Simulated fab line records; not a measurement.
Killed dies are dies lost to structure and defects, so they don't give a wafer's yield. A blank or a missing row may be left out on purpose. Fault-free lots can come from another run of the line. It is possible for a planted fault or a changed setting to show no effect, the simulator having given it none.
Chamber matching | flow nand-harc | 4 sister chambers for NHARC_A_ZERO_WELL_ETCH_13 on rie-si-06
The step etches the open film in HBr/Cl2, target depth 120 nm, time 40.1 s. 8 wafers are shown with their chamber, then 8 later ones without.

== WAFERS, EACH WITH ITS CHAMBER ==
wafer  | chamber | drypump-motor-current-A (A) | throttle-valve-pct (%)
L166.4 | 2       | 4.7                         | 26.406
L167.2 | 0       | 5.6                         | 26.382
L169.4 | 1       | 5.6                         | 26.397
L169.6 | 0       | 5.5                         | 26.393
L173.1 | 3       | 6.2                         | 26.402
L173.3 | 1       | 5.5                         | 26.404
L173.6 | 2       | 4.8                         | 26.390
L174.1 | 3       | 6.2                         | 26.411

== WAFERS WITH NO CHAMBER GIVEN ==
wafer  | drypump-motor-current-A (A) | throttle-valve-pct (%)
L174.4 | 5.6                         | 26.413
L174.6 | 5.5                         | 26.409
L182.1 | 5.6                         | 26.403
L182.3 | 5.6                         | 26.423
L182.5 | 4.8                         | 26.403
L183.1 | 4.8                         | 26.411
L183.2 | 5.5                         | 26.404
L183.3 | 5.6                         | 26.407

== THE CHAMBER EACH PASSED THROUGH ==
wafer  | from the rows above     | in truth
L174.4 | can't be placed: 1 or 0 | 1
L174.6 | can't be placed: 1 or 0 | 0
L182.1 | can't be placed: 1 or 0 | 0
L182.3 | can't be placed: 1 or 0 | 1
L182.5 | 2                       | 2
L183.1 | 2                       | 2
L183.2 | can't be placed: 1 or 0 | 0
L183.3 | can't be placed: 1 or 0 | 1
Correctly placed: 2 of 8. Unplaceable from these rows: 6, with the true chamber sitting among the candidates in 6. Placed wrongly: 0.
How it was worked out, from the rows above alone: a wafer's distance from a chamber is the root of the sum, over the readings, of the square of ((its reading less the chamber's mean) divided by the reading's scatter). If the next closest chamber is less than 2 further off than the closest, the wafer can't be placed; otherwise it belongs to the closest. For every chamber, the mean is computed from those of its wafers that are shown. The scatter: take each reading less its chamber's mean, square it, sum over the shown wafers, divide by the number of wafers less the number of chambers, and take the root.
